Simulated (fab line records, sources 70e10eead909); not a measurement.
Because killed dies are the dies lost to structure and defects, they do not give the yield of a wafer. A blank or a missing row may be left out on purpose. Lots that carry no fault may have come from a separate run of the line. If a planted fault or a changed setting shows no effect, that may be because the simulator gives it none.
What tool caused it? -- flow nand-harc -- 6 lots with 17 wafers sampled at 5 steps, on a route of 1159 steps

## WHAT EACH GAUGE READ, for each wafer
NHARC_END_SORT_01.
lot,measured,on,killed-at-array
L100,day 24 11:35,prober-01,34 676

## WHAT TOOL EACH LOT RAN ON (gives the tool, then ch and the chambers of the sampled wafers, and finally the start)
lot,NHARC_A_SLIT_ETCH_15,NHARC_A_SLIT_ETCH_17,NHARC_A_WL_FILL_ALD_02,NHARC_A_WL_FILL_ETCHBACK_16
L982,"rie-diel-03 ch 0,1,3, day 14 18:34 or earlier","har-etch-01 ch 0,1, day 14 18:34","ald-metal-02 ch 1,2,3, day 15 03:19","rie-diel-01 ch 1,2,3, no start"
L986,"rie-diel-12 ch 0,2,3, day 15 16:53 or earlier","har-etch-02 ch 0,1, day 15 16:53","ald-metal-03 ch 1,2,3, day 16 03:49","rie-diel-06 ch 2,3, no start"
L988,"rie-diel-02 ch 0,2,3, day 16 22:11 or earlier","har-etch-01 ch 0,1, day 16 22:11","ald-metal-04 ch 0,1,2, day 17 07:36","rie-diel-06 ch 0,1,2, no start"
L991,"rie-diel-12 ch 0,1, day 17 12:05 or earlier","har-etch-02 ch 0, day 17 12:05","ald-metal-03 ch 0,1,2, day 17 21:44","rie-diel-10 ch 0,1,3, no start"
L100,"rie-diel-02 ch 0,3, day 19 06:05 or earlier","har-etch-01 ch 1, day 19 06:05","ald-metal-02 ch 0,3, day 19 15:12","rie-diel-10 ch 0,1, day 24 11:35 or earlier"
L103,"rie-diel-03 ch 0,1,2, day 19 17:30 or earlier","har-etch-01 ch 0,1, day 19 17:30","ald-metal-03 ch 1,2,3, day 20 03:55","rie-diel-01 ch 0,1,2, no start"
- NHARC_A_SLIT_ETCH_15: etches the open film in O2/COS, target depth 3200 nm, time 832 s.
- NHARC_A_SLIT_ETCH_17: etches the open film in C4F8/O2/Ar, time 1687.5 s, target depth 10100 nm.
- NHARC_A_WL_FILL_ALD_02: deposits TiN, target thk 2 nm, pulse time 3 s, ald cycles 100.
- NHARC_A_WL_FILL_ETCHBACK_16: etches the open film in C4F8/O2/Ar, target depth 88 nm, time 17.6 s.

## THE ANSWER, worked out from the rows above alone
Rule: the usual values come from the lots themselves. The widest of any qualifying gaps counts: lots, ordered by their means at a reading, are off when they make up no more than a third of the lots, leave a main group of 4 or more, and stand apart from it by 3 or more times the standard deviation of that group's means. The tables above print the reading to a certain number of digits; a main group whose means all agree to those digits is not used. A lot without any number at a reading at which 4 lots or more have one is off too. The other lots that the step has rows for count as sound.
No lot is off at any reading shown: from this, nothing can be told.

## WHAT WAS PUT IN BY THE SIMULATOR
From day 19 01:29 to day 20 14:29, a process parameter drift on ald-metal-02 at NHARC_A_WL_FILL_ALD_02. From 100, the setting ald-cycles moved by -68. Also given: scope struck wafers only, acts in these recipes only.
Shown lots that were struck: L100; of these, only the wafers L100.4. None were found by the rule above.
